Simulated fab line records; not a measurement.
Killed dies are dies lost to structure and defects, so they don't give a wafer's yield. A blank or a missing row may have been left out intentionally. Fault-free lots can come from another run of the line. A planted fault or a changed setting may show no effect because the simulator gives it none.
The tool behind it: which one? || flow nandHarc || 6 lots, 18 wafers sampled, at 5 steps of a route of 1302

## WHAT THE GAUGES SHOWED, per wafer
NHARC_END_SORT_01.
{"lot": "L348", "measured": "day 26 09:52", "on": "prober-01", "killedAtArray": "64 79 78"}

## WHAT TOOL EACH LOT RAN ON (gives the tool, then ch and the chambers of the sampled wafers, and finally the start)
{"lot": "L346", "NHARC_A_STAIRCASE_STRIP_238": "plasmaAsher-01 ch 0,1, day 17 15:35", "NHARC_A_STAIRCASE_DEP_259": "pecvd-03 ch 1,2, day 17 21:50", "NHARC_A_STAIRCASE_ETCH_451": "rieDiel-02 ch 0,1, day 17 23:40", "NHARC_A_STAIRCASE_HM_DEP_459": "aclDep-03 ch 0, day 18 03:46"}
{"lot": "L348", "NHARC_A_STAIRCASE_STRIP_238": "plasmaAsher-01 ch 0,1, day 18 14:19", "NHARC_A_STAIRCASE_DEP_259": "pecvd-03 ch 0,1, day 18 18:40", "NHARC_A_STAIRCASE_ETCH_451": "rieDiel-13 ch 0,3, day 18 20:16", "NHARC_A_STAIRCASE_HM_DEP_459": "aclDep-03 ch 0, day 18 23:23"}
{"lot": "L352", "NHARC_A_STAIRCASE_STRIP_238": "plasmaAsher-01 ch 0,1, day 20 03:25", "NHARC_A_STAIRCASE_DEP_259": "pecvd-03 ch 1,2, day 20 07:44", "NHARC_A_STAIRCASE_ETCH_451": "rieDiel-02 ch 1,3, day 20 09:19", "NHARC_A_STAIRCASE_HM_DEP_459": "aclDep-01 ch 0, day 20 12:12"}
{"lot": "L361", "NHARC_A_STAIRCASE_STRIP_238": "plasmaAsher-01 ch 0,1, day 23 07:58", "NHARC_A_STAIRCASE_DEP_259": "pecvd-03 ch 1,2, day 23 14:51", "NHARC_A_STAIRCASE_ETCH_451": "rieDiel-13 ch 0,1,3, day 23 16:22", "NHARC_A_STAIRCASE_HM_DEP_459": "aclDep-01 ch 0, day 23 18:52"}
{"lot": "L363", "NHARC_A_STAIRCASE_STRIP_238": "plasmaAsher-01 ch 0,1, day 24 14:32", "NHARC_A_STAIRCASE_DEP_259": "pecvd-01 ch 0,2, day 24 22:06", "NHARC_A_STAIRCASE_ETCH_451": "rieDiel-13 ch 1,2,3, day 24 23:41", "NHARC_A_STAIRCASE_HM_DEP_459": "aclDep-03 ch 0, day 25 02:34"}
{"lot": "L364", "NHARC_A_STAIRCASE_STRIP_238": "plasmaAsher-01 ch 0,1, day 25 09:25", "NHARC_A_STAIRCASE_DEP_259": "pecvd-01 ch 0,1,2, day 25 13:58", "NHARC_A_STAIRCASE_ETCH_451": "rieDiel-02 ch 1,2,3, day 25 15:32", "NHARC_A_STAIRCASE_HM_DEP_459": "aclDep-01 ch 0, day 25 18:55"}
- NHARC_A_STAIRCASE_STRIP_238: strips in O2.
- NHARC_A_STAIRCASE_DEP_259: deposits SiON, target thk 30 nm.
- NHARC_A_STAIRCASE_ETCH_451: etches the open film in CF4/O2, target depth 30 nm, overetch 3 nm, time 16.5 s.
- NHARC_A_STAIRCASE_HM_DEP_459: deposits aC, target thk 1500 nm.

## THE ANSWER, worked out from the rows above alone
Rule: usual is defined by the lots themselves. Put in order of their means at a reading, lots are off if they are a third of the lots or fewer, leave a main group of 4 or more, and stand apart from it by a gap of 3 or more times the standard deviation of the main group's means; of several such gaps the widest counts. A main group whose means are all the same, to the digits that the tables above print for the reading, isn't used. Also off: a lot with no number at a reading for which 4 or more lots have one. Where the step has rows for the other lots, those lots are counted as sound.
No lot is off on any of the readings shown, so nothing can be concluded from this.

## WHAT WAS PUT IN BY THE SIMULATOR
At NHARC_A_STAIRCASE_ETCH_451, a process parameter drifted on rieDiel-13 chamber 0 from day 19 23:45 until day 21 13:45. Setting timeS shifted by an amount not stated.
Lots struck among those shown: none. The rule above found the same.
